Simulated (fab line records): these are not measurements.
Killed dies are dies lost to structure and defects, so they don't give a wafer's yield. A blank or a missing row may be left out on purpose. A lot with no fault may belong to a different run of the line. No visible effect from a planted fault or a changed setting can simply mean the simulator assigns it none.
Tool commonality check -- flow n5Finfet -- Sampled: 10 lots, 30 wafers

== REASON FOR OPENING ==
At N5_BEOL_M8_INSPECT_58 the reading rawDefectCount is flagged on 2 of 10 lots. No-fault wafers: 71, standard deviation 24.
Rule: a lot is flagged in two cases, either no wafer of it has a number, or all its wafers with numbers fall more than 4 standard deviations from that mean. All remaining lots are regarded as sound.

lot,measured,on,"rawDefectCount, wafer by wafer",flag
L559,day 9 13:25,defectInspect-01,28 101 39,
L560,day 10 04:34,defectInspect-02,62 45 56,
L561,day 10 11:37,defectInspect-02,110 71 70,
L564,day 10 19:16,defectInspect-02,97 124 42,
L565,day 11 07:46,defectInspect-01,109 43 89,
L568,day 11 21:10,defectInspect-01,110 103 75,
L569,day 12 18:40,defectInspect-01,108 75 113,
L573,day 12 18:56,defectInspect-02,74 105 61,
L580,day 15 04:23,defectInspect-01,1282 1282 1243,FLAGGED
L581,day 15 04:33,defectInspect-01,1235 1332 1326,FLAGGED
The mean of the flagged lots' numbers is 1283, +1212 from the usual (+51 standard deviations).

== WHICH TOOL RAN EACH LOT ==
Before the reading, the record contains 3 process steps out of a 1938-step route. Cell contents, in order: the tool; ch with the chambers the sampled wafers went through; the start.
lot,flag,N5_BEOL_M8_STRIP_80,N5_BEOL_M8_DEGAS_44,N5_BEOL_M8_PRE_CLEAN_55
L559,,"rieDiel-04 ch 0,2,3, day 9 11:13 or earlier","pvdSputter-02, day 9 11:13","pecvd-01 ch 0,1, day 9 13:16"
L560,,"rieDiel-04 ch 0,1,3, day 10 01:19 or earlier","pvdSputter-03, day 10 01:19","pecvd-01 ch 0,1, day 10 04:25"
L561,,"rieDiel-04 ch 2,3, day 10 09:41 or earlier","pvdSputter-03, day 10 09:41","pecvd-03 ch 0,1,2, day 10 11:31"
L564,,"rieDiel-04 ch 1,2,3, day 10 17:19 or earlier","pvdSputter-03, day 10 17:19","pecvd-01 ch 0,1, day 10 19:09"
L565,,"rieDiel-02 ch 1,2, day 11 05:58 or earlier","pvdSputter-01, day 11 05:58","pecvd-03 ch 0,2, day 11 07:38"
L568,,"rieDiel-04 ch 0,1,2, day 11 17:29 or earlier","pvdSputter-03, day 11 17:29","pecvd-01 ch 0,1,2, day 11 21:02"
L569,,"rieDiel-04 ch 0,1,2, day 12 16:59 or earlier","pvdSputter-03, day 12 16:59","pecvd-01 ch 0,2, day 12 18:32"
L573,,"rieDiel-02 ch 1,2,3, day 12 17:18 or earlier","pvdSputter-02, day 12 17:18","pecvd-01 ch 0,1,2, day 12 18:49"
L580,FLAGGED,"rieDiel-04 ch 0,1,2, day 15 02:37 or earlier","pvdSputter-02, day 15 02:37","pecvd-01 ch 0,2, day 15 04:14"
L581,FLAGGED,"rieDiel-02 ch 1,2, day 15 02:59 or earlier","pvdSputter-01, day 15 02:59","pecvd-01 ch 0,2, day 15 04:24"
What these steps do:
- N5_BEOL_M8_STRIP_80: strips in N2/H2, time 10 s.
- N5_BEOL_M8_DEGAS_44: time 60 s.
- N5_BEOL_M8_PRE_CLEAN_55: time 15 s.
- N5_BEOL_M8_INSPECT_58: inspects for defects (darkfield).

== FLAGGED OVER TOTAL, TOOL BY TOOL (the gauges that took the reading come last) ==
step,tool,lots run,flagged,share of the flagged lots,sound lots run after its first flagged lot
N5_BEOL_M8_STRIP_80,rieDiel-02,3,1,some,0
N5_BEOL_M8_STRIP_80,rieDiel-04,7,1,some,0
N5_BEOL_M8_DEGAS_44,pvdSputter-01,2,1,some,0
N5_BEOL_M8_DEGAS_44,pvdSputter-02,3,1,some,0
N5_BEOL_M8_DEGAS_44,pvdSputter-03,5,0,none,-
N5_BEOL_M8_PRE_CLEAN_55,pecvd-01,8,2,all,0
N5_BEOL_M8_PRE_CLEAN_55,pecvd-03,2,0,none,-
N5_BEOL_M8_INSPECT_58,defectInspect-01,6,2,all,0
N5_BEOL_M8_INSPECT_58,defectInspect-02,4,0,none,-
N5_BEOL_M8_STRIP_80: start missing for some lots; hours and lot order therefore follow N5_BEOL_M8_DEGAS_44.

== WHAT THE TABLE ALLOWS ==
Every flagged lot went through 2 rows of the table: pecvd-01 at N5_BEOL_M8_PRE_CLEAN_55 and defectInspect-01 at N5_BEOL_M8_INSPECT_58.
- pecvd-01 at N5_BEOL_M8_PRE_CLEAN_55: 2 of its 8 lots flagged. It ran its last sound lot, L573, at day 12 18:49 and its first flagged lot, L580, at day 15 04:14: a fault with its onset between the two fits.
- defectInspect-01 at N5_BEOL_M8_INSPECT_58: 2 of its 6 lots flagged. It ran its last sound lot, L569, at day 12 18:40 and its first flagged lot, L580, at day 15 04:23: a fault with its onset between the two fits.
Counting lots can't tell these 2 tools apart, because each fits a fault that began at some hour. More lots, or a look at what each step does to the wafer, might.

== WHAT HAD BEEN PUT IN BY THE SIMULATOR ==
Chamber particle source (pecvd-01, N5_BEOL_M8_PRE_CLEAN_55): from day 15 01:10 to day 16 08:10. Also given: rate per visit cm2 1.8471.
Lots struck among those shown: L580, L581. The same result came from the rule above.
